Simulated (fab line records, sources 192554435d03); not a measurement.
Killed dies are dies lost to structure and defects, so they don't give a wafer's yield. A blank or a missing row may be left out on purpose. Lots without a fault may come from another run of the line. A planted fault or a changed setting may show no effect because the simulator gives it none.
fab line records | flow n5_finfet
record lots=24 wafers=72 last_day=17
route steps=1938 shown BEOL_M11@1570 BEOL_M12@1632
lots that met no fault: from a run of the same line without faults
start_h: hours from the record's first day to the start of the lot's first wafer shown | wait_h: hours since the lot's step before | " the same as in the row above | L1.1+2: a row that stands for several wafers | - no value, or no start given | * or withheld: withheld | < > ~ a bound
route shown NAME@n: a module of which the file shows steps, and the number in the route of the first | usual: mean/standard deviation of fault-free wafers | same: alike in all rows | chamber/n: place in a boat | sites: the reading at each site | _std_site: their standard deviation | _edge_site: outer sites' mean less inner sites' | radius_mm: how far each site lies from the wafer's centre | mask NAME#n: copy n | behind: the tool/chamber that last shaped the wafer | hold: why the lot was held/for how many hours/how that ended | device: the transistor (n, p or np) that didn't switch | end of line: the same wafers' tests at the end of the route | a step without rows: its recipe alone | killed: dies lost to structure and defects at the first sort, not the wafer's yield | map: a wafer's dies, x killed, . not, _ none there
set.NAME: the setting as run; set.NAME@STEP: as run at that earlier step | model.NAME: the simulator's own value behind a step, which no gauge read
steps of the route over a sample of lots; a table a step, a row a wafer
services: from which hour (start_h, from the record's first day; less than 0 if before it) a tool's chamber was out of use, for how many hours, and why
## steps
# step N5_BEOL_M11_INSPECT_30
# recipe mode=adi inspect_instrument=brightfield
# usual raw_defect_count=390/78
# columns lot.wafer tool chamber start_h wait_h raw_defect_count
L074.1 defect_inspect-01 - 225.64 0.0 308
L074.2 " - " " 377
L074.3 " - " " 409
L075.1 defect_inspect-01 - 234.32 0.0 311
L075.3 " - " " 282
L075.5 " - " " 421
L076.1 defect_inspect-02 - 253.57 0.0 444
L076.4 " - " " 448
L076.5 " - " " 357
L077.1 defect_inspect-02 - 255.75 0.0 375
L077.3 " - " " 312
L077.5 " - " " 416
L078.1 defect_inspect-02 - 255.92 0.0 446
L078.5 " - " " 312
L078.6 " - " " 395
L079.1 defect_inspect-01 - 263.85 0.0 358
L079.3 " - " " 336
L079.5 " - " " 297
L081.1 defect_inspect-01 - 270.40 0.0 338
L081.3 " - " " 263
L081.5 " - " " 285
L082.2 defect_inspect-01 - 272.63 0.0 361
L082.3 " - " " 378
L082.5 " - " " 380
L080.2 defect_inspect-02 - 272.94 0.0 439
L080.3 " - " " 331
L080.6 " - " " 543
L083.2 defect_inspect-02 - 284.08 0.0 450
L083.3 " - " " 461
L083.6 " - " " 406
L086.1 defect_inspect-02 - 303.32 0.0 248
L086.3 " - " " 262
L086.4 " - " " 359
L085.2 defect_inspect-02 - 307.55 0.0 363
L085.3 " - " " 419
L085.4 " - " " 395
L084.1 defect_inspect-02 - 307.71 0.0 498
L084.5 " - " " 578
L084.6 " - " " 562
L087.2 defect_inspect-01 - 309.90 0.0 392
L087.3 " - " " 362
L087.5 " - " " 275
L088.2 defect_inspect-02 - 313.59 0.0 315
L088.3 " - " " 458
L088.5 " - " " 412
L090.1 defect_inspect-01 - 328.12 0.0 355
L090.5 " - " " 346
L090.6 " - " " 327
L089.1 defect_inspect-02 - 328.29 0.0 403
L089.2 " - " " 461
L089.3 " - " " 257
L092.1 defect_inspect-01 - 337.18 0.0 441
L092.2 " - " " 345
L092.4 " - " " 352
L091.1 defect_inspect-01 - 339.46 0.0 444
L091.3 " - " " 513
L091.6 " - " " 314
L094.2 defect_inspect-02 - 345.24 0.0 408
L094.5 " - " " 322
L094.6 " - " " 352
L093.3 defect_inspect-01 - 352.50 0.0 295
L093.5 " - " " 243
L093.6 " - " " 345
L095.1 defect_inspect-02 - 358.26 0.0 317
L095.2 " - " " 388
L095.4 " - " " 525
L096.4 defect_inspect-01 - 361.08 0.0 601
L096.5 " - " " 332
L096.6 " - " " 466
L097.1 defect_inspect-01 - 370.97 0.0 445
L097.2 " - " " 349
L097.6 " - " " 340
# step N5_BEOL_M11_TRENCH_ETCH_37
# recipe chemistry=C4F6/O2 target_depth_a=1488.3 target=SiCOH_lowk time_s=48 ion_energy_ev=250 pressure_mtorr=30 source_w=345 bias_w=185 Ar_flow_sccm=300 C4F6_flow_sccm=10 O2_flow_sccm=10
# usual drypump_motor_current_A=5.9/0.5 mfc_ar_sccm=300.1/0.9 oes_product_au=0.76/0.097 rf_vpp_V=667/7.7 showerhead_plenum_p_Torr=2.86/0.1 throttle_valve_pct=20.92/0.15
# columns lot.wafer tool chamber start_h wait_h drypump_motor_current_A mfc_ar_sccm oes_product_au rf_hours_counter_h rf_vpp_V showerhead_plenum_p_Torr throttle_valve_pct
L074.1 rie_diel-03 1 - - 6.5 300.0 0.72 195 662 2.81 20.96
L074.2 " 3 " " 5.3 299.7 0.72 186 662 2.72 21.17
L074.3 " 2 " " 5.3 300.5 0.71 209 661 2.81 20.73
L075.1 rie_diel-02 1 - - 6.2 299.7 0.74 164 661 2.74 20.86
L075.3 " 2 " " 6.1 301.0 0.72 178 663 2.82 20.73
L075.5 " 2 " " 6.1 300.1 0.72 - 663 2.82 20.74
L076.1 rie_diel-03 1 - - 6.4 300.4 0.70 206 663 2.80 20.97
L076.4 " 0 " " 5.9 300.8 0.99 1 679 3.04 20.77
L076.5 " 2 " " 5.3 301.5 0.70 - 660 2.81 20.72
L077.1 rie_diel-03 0 - - 5.9 300.4 0.97 2 679 3.04 20.79
L077.3 " 1 " " 6.5 300.4 0.70 207 664 2.80 20.96
L077.5 " 1 " " 6.5 301.4 0.70 - 662 2.80 20.96
L078.1 rie_diel-03 0 - - 5.9 298.9 0.98 2 677 3.04 20.78
L078.5 " 3 " " 5.3 300.5 0.71 - 664 2.72 21.17
L078.6 " 0 " " 5.9 298.6 0.98 - 678 3.04 20.80
L079.1 rie_diel-03 1 - - 6.5 300.2 0.70 209 663 2.80 20.99
L079.3 " 0 " " 5.9 299.8 0.97 4 679 3.04 20.78
L079.5 " 0 " " 5.9 302.0 0.97 - 677 3.04 20.79
L081.1 rie_diel-02 0 - - 5.1 300.5 0.78 129 678 2.98 20.90
L081.3 " 2 " " 6.2 300.5 0.72 189 662 2.81 20.76
L081.5 " 2 " " 6.2 299.1 0.72 - 663 2.81 20.77
L082.2 rie_diel-04 0 - - 6.3 300.4 0.70 240 673 2.71 21.39
L082.3 " 3 " " 6.0 301.0 0.70 206 676 2.95 21.02
L082.5 " 1 " " 6.0 300.8 0.71 - 658 2.94 21.01
L080.2 rie_diel-03 3 - - 5.3 301.0 0.70 202 663 2.72 21.19
L080.3 " 2 " " 5.3 300.5 0.70 225 661 2.81 20.75
L080.6 " 3 " " 5.3 300.4 0.71 - 663 2.72 21.19
L083.2 rie_diel-03 3 - - 5.3 300.0 0.70 206 662 2.71 21.17
L083.3 " 0 " " 5.9 299.5 0.93 11 678 3.04 20.79
L083.6 " 0 " " 5.9 300.4 0.93 - 678 3.04 20.79
L086.1 rie_diel-03 0 - - 5.9 299.4 0.92 16 677 3.04 20.81
L086.3 " 1 " " 6.5 299.9 0.70 222 663 2.79 20.99
L086.4 " 3 " " 5.3 299.9 0.70 211 662 2.71 21.19
L085.2 rie_diel-04 3 - - 6.0 299.1 0.69 217 677 2.95 21.04
L085.3 " 1 " " 6.1 300.4 0.70 198 661 2.93 21.00
L085.4 " 2 " " 5.4 299.3 0.72 - 657 2.83 20.95
L084.1 rie_diel-03 0 - - 5.9 301.4 0.93 17 680 3.04 20.80
L084.5 " 3 " " 5.3 300.1 0.70 - 664 2.71 21.20
L084.6 " 2 " " 5.3 300.2 0.70 - 659 2.80 20.75
L087.2 rie_diel-03 0 - - 5.9 300.6 0.91 17 679 3.04 20.81
L087.3 " 1 " " 6.5 300.6 0.70 224 664 2.79 21.00
L087.5 " 3 " " 5.3 297.6 0.70 - 663 2.71 21.20
L088.2 rie_diel-04 3 - - 6.0 299.7 0.67 220 676 2.94 21.02
L088.3 " 2 " " 5.4 300.5 0.72 188 656 2.83 20.96
L088.5 " 2 " " 5.4 299.7 0.72 - 657 2.82 20.94
L090.1 rie_diel-02 2 - - 6.1 299.4 0.70 206 664 2.81 20.79
L090.5 " 2 " " 6.2 299.2 0.70 - 662 2.81 20.78
L090.6 " 3 " " 6.6 299.6 0.89 - 675 2.91 20.86
L089.1 rie_diel-02 3 - - 6.6 301.2 0.88 38 674 2.91 20.86
L089.2 " 2 " " 6.2 299.6 0.70 206 661 2.80 20.79
L089.3 " 3 " " 6.6 299.3 0.89 - 673 2.91 20.87
L092.1 rie_diel-02 2 - - 6.1 298.6 0.68 211 663 2.80 20.79
L092.2 " 3 " " 6.6 298.8 0.88 42 674 2.90 20.86
L092.4 " 3 " " 6.6 299.3 0.87 - 673 2.90 20.87
L091.1 rie_diel-02 3 - - 6.6 299.9 0.87 43 674 2.90 20.89
L091.3 " 0 " " 5.1 301.1 0.76 146 676 2.97 20.90
L091.6 " 0 " " 5.1 299.4 0.77 - 678 2.97 20.91
L094.2 rie_diel-04 3 - - 6.0 300.7 0.68 230 677 2.94 21.05
L094.5 " 2 " " 5.4 299.8 0.72 - 656 2.82 20.96
L094.6 " 3 " " 6.0 300.4 0.69 - 677 2.94 21.04
L093.3 rie_diel-03 0 - - 5.9 299.5 0.88 32 678 3.03 20.82
L093.5 " 0 " " 5.9 300.7 0.90 - 677 3.03 20.81
L093.6 " 1 " " 6.5 300.8 0.68 - 664 2.79 21.01
L095.1 rie_diel-04 1 - - 6.0 299.7 0.68 213 659 2.93 21.02
L095.2 " 2 " " 5.4 300.8 0.71 200 657 2.82 20.96
L095.4 " 3 " " 6.0 301.4 0.68 234 676 2.94 21.06
L096.4 rie_diel-03 2 - - 5.3 301.0 0.67 - 660 2.80 20.76
L096.5 " 1 " " 6.5 300.1 0.68 - 663 2.78 21.02
L096.6 " 0 " " 5.9 299.5 0.88 - 678 3.03 20.83
L097.1 rie_diel-03 1 - - 6.5 299.3 0.68 247 660 2.78 21.01
L097.2 " 3 " " 5.3 299.2 0.68 229 661 2.71 21.23
L097.6 " 1 " " 6.5 298.6 0.68 - 663 2.78 21.02
# step N5_BEOL_M12_CD_MEAS_28
# recipe target_cd_nm=160.2 landing_energy_ev=500 detector=se_inlens polarity=opening
# usual cd_nm=160.1/1.5
# columns lot.wafer tool chamber start_h wait_h cd_nm
L074.1 cd_sem-01 0 230.52 - 160.4
L074.2 " 0 " " 160.2
L074.3 " 0 " " 159.0
L075.1 cd_sem-03 0 239.10 - 159.9
L075.3 " 0 " " 158.1
L075.5 " 0 " " 160.7
L076.1 cd_sem-02 0 259.37 - 161.7
L076.4 " 0 " " 157.1
L076.5 " 0 " " 160.2
L078.1 cd_sem-03 0 262.16 - 161.6
L078.5 " 0 " " 158.3
L078.6 " 0 " " 163.2
L077.1 cd_sem-01 0 262.71 - 160.2
L077.3 " 0 " " 160.7
L077.5 " 0 " " 162.9
L079.1 cd_sem-01 0 269.00 - 157.9
L079.3 " 0 " " 158.7
L079.5 " 0 " " 161.0
L081.1 cd_sem-02 0 276.23 - 160.4
L081.3 " 0 " " 161.5
L081.5 " 0 " " 161.0
L082.2 cd_sem-01 0 277.98 - 159.9
L082.3 " 0 " " 163.1
L082.5 " 0 " " 159.3
L080.2 cd_sem-03 0 278.53 - 159.9
L080.3 " 0 " " 157.6
L080.6 " 0 " " 159.8
L083.2 cd_sem-02 0 290.67 - 158.6
L083.3 " 0 " " 159.3
L083.6 " 0 " " 160.3
L086.1 cd_sem-02 0 308.17 - 160.0
L086.3 " 0 " " 159.0
L086.4 " 0 " " 160.2
L085.2 cd_sem-02 0 312.04 - 161.1
L085.3 " 0 " " 159.5
L085.4 " 0 " " 160.1
L084.1 cd_sem-02 0 312.68 - 159.6
L084.5 " 0 " " 156.3
L084.6 " 0 " " 159.3
L087.2 cd_sem-02 0 315.57 - 159.5
L087.3 " 0 " " 160.3
L087.5 " 0 " " 158.6
L088.2 cd_sem-02 0 320.06 - 159.4
L088.3 " 0 " " 159.4
L088.5 " 0 " " 159.8
L090.1 cd_sem-02 0 332.88 - 159.9
L090.5 " 0 " " 162.9
L090.6 " 0 " " 161.1
L089.1 cd_sem-03 0 333.82 - 160.7
L089.2 " 0 " " 163.7
L089.3 " 0 " " 161.8
L092.1 cd_sem-03 0 342.28 - 160.6
L092.2 " 0 " " 159.9
L092.4 " 0 " " 159.5
L091.1 cd_sem-02 0 344.50 - 161.1
L091.3 " 0 " " 161.9
L091.6 " 0 " " 160.6
L094.2 cd_sem-03 0 356.31 - 159.9
L094.5 " 0 " " 159.4
L094.6 " 0 " " 161.9
L093.3 cd_sem-03 0 357.61 - 160.1
L093.5 " 0 " " 160.6
L093.6 " 0 " " 161.2
L095.1 cd_sem-01 0 364.57 - 157.2
L095.2 " 0 " " 157.5
L095.4 " 0 " " 160.2
L096.4 cd_sem-02 0 366.26 - 159.8
L096.5 " 0 " " 160.0
L096.6 " 0 " " 159.7
L097.1 cd_sem-01 0 376.19 - 160.5
L097.2 " 0 " " 159.7
L097.6 " 0 " " 159.3
# step N5_BEOL_M12_INSPECT_30
# recipe mode=adi inspect_instrument=macro
# usual raw_defect_count=1.9/1.4
# columns lot.wafer tool chamber start_h wait_h raw_defect_count
L074.1 defect_inspect-01 - 230.57 0.0 2
L074.2 " - " " 5
L074.3 " - " " 4
L075.1 defect_inspect-01 - 239.15 0.0 3
L075.3 " - " " 1
L075.5 " - " " 0
L076.1 defect_inspect-02 - 259.42 0.0 2
L076.4 " - " " 4
L076.5 " - " " 2
L078.1 defect_inspect-02 - 262.22 0.0 0
L078.5 " - " " 2
L078.6 " - " " 1
L077.1 defect_inspect-02 - 262.77 0.0 4
L077.3 " - " " 1
L077.5 " - " " 2
L079.1 defect_inspect-01 - 269.06 0.0 3
L079.3 " - " " 1
L079.5 " - " " 3
L081.1 defect_inspect-01 - 276.28 0.0 2
L081.3 " - " " 0
L081.5 " - " " 1
L082.2 defect_inspect-02 - 278.03 0.0 1
L082.3 " - " " 2
L082.5 " - " " 2
L080.2 defect_inspect-02 - 278.58 0.0 3
L080.3 " - " " 3
L080.6 " - " " 1
L083.2 defect_inspect-02 - 290.72 0.0 2
L083.3 " - " " 3
L083.6 " - " " 0
L086.1 defect_inspect-02 - 308.22 0.0 2
L086.3 " - " " 0
L086.4 " - " " 3
L085.2 defect_inspect-02 - 312.09 0.0 2
L085.3 " - " " 0
L085.4 " - " " 1
L084.1 defect_inspect-02 - 312.73 0.0 3
L084.5 " - " " 1
L084.6 " - " " 2
L087.2 defect_inspect-02 - 315.62 0.0 3
L087.3 " - " " 1
L087.5 " - " " 5
L088.2 defect_inspect-02 - 320.11 0.0 1
L088.3 " - " " 4
L088.5 " - " " 3
L090.1 defect_inspect-02 - 332.94 0.0 1
L090.5 " - " " 0
L090.6 " - " " 2
L089.1 defect_inspect-02 - 333.88 0.0 1
L089.2 " - " " 3
L089.3 " - " " 1
L092.1 defect_inspect-01 - 342.33 0.0 1
L092.2 " - " " 1
L092.4 " - " " 2
L091.1 defect_inspect-01 - 344.55 0.0 2
L091.3 " - " " 3
L091.6 " - " " 3
L094.2 defect_inspect-02 - 356.36 0.0 4
L094.5 " - " " 2
L094.6 " - " " 3
L093.3 defect_inspect-01 - 357.66 0.0 1
L093.5 " - " " 4
L093.6 " - " " 0
L095.1 defect_inspect-02 - 364.63 0.0 1
L095.2 " - " " 0
L095.4 " - " " 2
L096.4 defect_inspect-01 - 366.31 0.0 1
L096.5 " - " " 1
L096.6 " - " " 2
L097.1 defect_inspect-02 - 376.25 0.0 2
L097.2 " - " " 1
L097.6 " - " " 3
# step N5_BEOL_M12_OCD_MEAS_35
# usual trench_depth_nm=318/4.3
# columns lot.wafer tool chamber start_h wait_h trench_depth_nm
L074.1 ocd-02 - 231.31 0.0 320
L074.2 " - " " 314
L074.3 " - " " 316
L075.1 ocd-02 - 239.99 0.0 322
L075.3 " - " " 314
L075.5 " - " " 318
L076.1 ocd-02 - 259.98 0.0 314
L076.4 " - " " 320
L076.5 " - " " 313
L078.1 ocd-01 - 262.77 0.0 314
L078.5 " - " " 316
L078.6 " - " " 320
L077.1 ocd-02 - 263.32 0.0 320
L077.3 " - " " 319
L077.5 " - " " 315
L079.1 ocd-01 - 269.62 0.0 318
L079.3 " - " " 321
L079.5 " - " " 317
L081.1 ocd-01 - 276.83 0.0 321
L081.3 " - " " 316
L081.5 " - " " 315
L082.2 ocd-01 - 278.59 0.0 315
L082.3 " - " " 313
L082.5 " - " " 318
L080.2 ocd-01 - 279.14 0.0 326
L080.3 " - " " 317
L080.6 " - " " 327
L083.2 ocd-01 - 291.28 0.0 329
L083.3 " - " " 316
L083.6 " - " " 319
L086.1 ocd-01 - 308.78 0.0 314
L086.3 " - " " 321
L086.4 " - " " 319
L085.2 ocd-02 - 312.95 0.0 315
L085.3 " - " " 318
L085.4 " - " " 318
L084.1 ocd-02 - 313.95 0.0 315
L084.5 " - " " 322
L084.6 " - " " 324
L087.2 ocd-02 - 316.18 0.0 316
L087.3 " - " " 315
L087.5 " - " " 315
L088.2 ocd-01 - 321.17 0.0 315
L088.3 " - " " 325
L088.5 " - " " 316
L090.1 ocd-02 - 333.50 0.0 308
L090.5 " - " " 313
L090.6 " - " " 317
L089.1 ocd-02 - 334.43 0.0 311
L089.2 " - " " 322
L089.3 " - " " 316
L092.1 ocd-01 - 342.88 0.0 322
L092.2 " - " " 317
L092.4 " - " " 314
L091.1 ocd-02 - 345.15 0.0 318
L091.3 " - " " 318
L091.6 " - " " 315
L094.2 ocd-02 - 356.92 0.0 322
L094.5 " - " " 319
L094.6 " - " " 320
L093.3 ocd-01 - 358.22 0.0 325
L093.5 " - " " 331
L093.6 " - " " 321
L095.1 ocd-01 - 365.18 0.0 325
L095.2 " - " " 319
L095.4 " - " " 316
L096.4 ocd-02 - 367.05 0.0 313
L096.5 " - " " 319
L096.6 " - " " 318
L097.1 ocd-02 - 376.87 0.0 321
L097.2 " - " " 324
L097.6 " - " " 322
# step N5_BEOL_M12_STRIP_37
# recipe chemistry=N2/H2 power_w=1000 temp_c=250 h2_frac=0.65 overash_fraction=0.3 pressure_mtorr=withheld n2_flow_sccm=1750 h2_flow_sccm=3250
# usual drypump_motor_current_A=5.9/0.36 heater_power_w=336/25 oes_product_au=0.790/0.011
# columns lot.wafer tool chamber start_h wait_h drypump_motor_current_A heater_power_w oes_product_au rf_hours_counter_h
L074.1 plasma_asher-02 0 231.35 0.0 6.2 358 0.777 66
L074.2 " 1 " " 6.0 326 0.810 66
L074.3 " 0 " " 6.2 346 0.793 -
L075.1 plasma_asher-01 0 240.03 0.0 5.2 358 0.795 117
L075.3 " 0 " " 5.3 368 0.768 -
L075.5 " 1 " " 6.0 299 0.797 -
L076.1 plasma_asher-01 1 260.02 0.0 6.1 308 0.780 120
L076.4 " 1 " " 6.0 300 0.782 -
L076.5 " 0 " " 5.2 368 0.791 -
L078.1 plasma_asher-02 0 262.81 0.0 6.2 351 0.783 73
L078.5 " 1 " " 6.0 326 0.793 -
L078.6 " 0 " " 6.2 350 0.805 -
L077.1 plasma_asher-02 0 263.51 0.2 6.2 354 0.786 74
L077.3 " 1 " " 6.0 337 0.785 -
L077.5 " 1 " " 6.0 336 0.790 -
L079.1 plasma_asher-02 0 269.66 0.0 6.2 353 0.794 75
L079.3 " 0 " " 6.2 348 0.770 -
L079.5 " 0 " " 6.2 350 0.786 -
L081.1 plasma_asher-01 1 276.87 0.0 6.0 306 0.806 122
L081.3 " 1 " " 6.1 297 0.809 -
L081.5 " 0 " " 5.2 366 0.815 -
L082.2 plasma_asher-01 0 278.62 0.0 5.3 356 0.813 122
L082.3 " 1 " " 6.0 307 0.794 -
L082.5 " 1 " " 6.0 297 0.795 -
L080.2 plasma_asher-02 1 279.17 0.0 6.0 342 0.798 77
L080.3 " 0 " " 6.2 355 0.773 -
L080.6 " 0 " " 6.2 351 0.779 -
L083.2 plasma_asher-02 1 291.31 0.0 6.0 338 0.778 80
L083.3 " 0 " " 6.2 351 0.801 -
L083.6 " 1 " " 6.0 340 0.785 -
L086.1 plasma_asher-02 0 308.82 0.0 6.2 345 0.809 84
L086.3 " 0 " " 6.2 359 0.781 -
L086.4 " 1 " " 6.0 331 0.798 -
L085.2 plasma_asher-02 1 312.98 0.0 6.0 330 0.792 85
L085.3 " 1 " " 6.0 334 0.782 -
L085.4 " 0 " " 6.2 360 0.797 -
L084.1 plasma_asher-01 1 313.99 0.0 6.0 298 0.792 129
L084.5 " 1 " " 6.0 305 0.789 -
L084.6 " 0 " " 5.2 350 0.788 -
L087.2 plasma_asher-02 1 316.21 0.0 6.0 336 0.805 86
L087.3 " 1 " " 6.0 337 0.786 -
L087.5 " 0 " " 6.2 351 0.797 -
L088.2 plasma_asher-02 1 321.21 0.0 6.0 325 0.793 87
L088.3 " 1 " " 6.0 330 0.789 -
L088.5 " 1 " " 6.0 336 0.781 -
L090.1 plasma_asher-01 1 333.54 0.0 6.0 294 0.796 132
L090.5 " 0 " " 5.2 357 0.790 -
L090.6 " 1 " " 6.1 293 0.770 -
L089.1 plasma_asher-01 1 334.47 0.0 6.1 296 0.792 132
L089.2 " 0 " " 5.2 359 0.802 132
L089.3 " 0 " " 5.2 357 0.793 -
L092.1 plasma_asher-01 1 342.96 0.1 6.0 303 0.789 134
L092.2 " 0 " " 5.3 359 0.784 134
L092.4 " 1 " " 6.1 301 0.799 -
L091.1 plasma_asher-02 1 345.19 0.0 6.0 338 0.794 93
L091.3 " 1 " " 6.0 333 0.782 -
L091.6 " 1 " " 6.0 326 0.796 -
L094.2 plasma_asher-01 1 356.95 0.0 6.0 298 0.778 137
L094.5 " 0 " " 5.3 363 0.784 -
L094.6 " 1 " " 6.0 297 0.779 -
L093.3 plasma_asher-01 1 358.27 0.1 6.0 297 0.789 -
L093.5 " 0 " " 5.3 377 0.795 -
L093.6 " 1 " " 6.0 300 0.780 -
L095.1 plasma_asher-01 0 365.22 0.0 5.3 356 0.779 139
L095.2 " 1 " " 6.0 294 0.770 139
L095.4 " 1 " " 6.0 294 0.787 -
L096.4 plasma_asher-02 1 367.10 0.1 6.0 338 0.786 -
L096.5 " 0 " " 6.2 342 0.805 -
L096.6 " 1 " " 6.0 327 0.776 -
L097.1 plasma_asher-01 0 376.91 0.0 5.2 366 0.771 141
L097.2 " 1 " " 6.0 304 0.784 141
L097.6 " 0 " " 5.2 366 0.785 -
## services
# columns tool chamber start_h hours kind
rie_diel-02 3 210.65 2.9 repair
rie_diel-03 0 225.48 - clean
rie_diel-03 0 225.48 - consumable_replace:focus_ring
rie_diel-03 0 225.48 - consumable_replace:showerhead
rie_diel-03 0 225.48 21.1 scheduled_down
rie_diel-03 0 225.48 21.1 vent_cycle
plasma_asher-01 - 226.81 0.9 repair
rie_diel-04 2 248.97 8.5 repair
plasma_asher-01 - 249.60 6.8 repair
rie_diel-02 3 249.69 7.0 repair
plasma_asher-01 - 263.14 2.8 pm
rie_diel-04 0 303.73 - clean
rie_diel-04 0 303.73 - consumable_replace:focus_ring
rie_diel-04 0 303.73 - consumable_replace:showerhead
rie_diel-04 0 303.73 17.6 scheduled_down
rie_diel-04 2 316.38 2.4 repair
rie_diel-02 1 327.06 13.8 repair
rie_diel-03 2 333.27 7.1 repair
rie_diel-03 3 347.79 18.3 repair
rie_diel-03 2 366.13 - clean
rie_diel-03 2 366.13 - consumable_replace:esc
rie_diel-03 2 366.13 - consumable_replace:focus_ring
rie_diel-03 2 366.13 23.7 scheduled_down
rie_diel-03 2 366.13 23.7 vent_cycle
## key
fault none
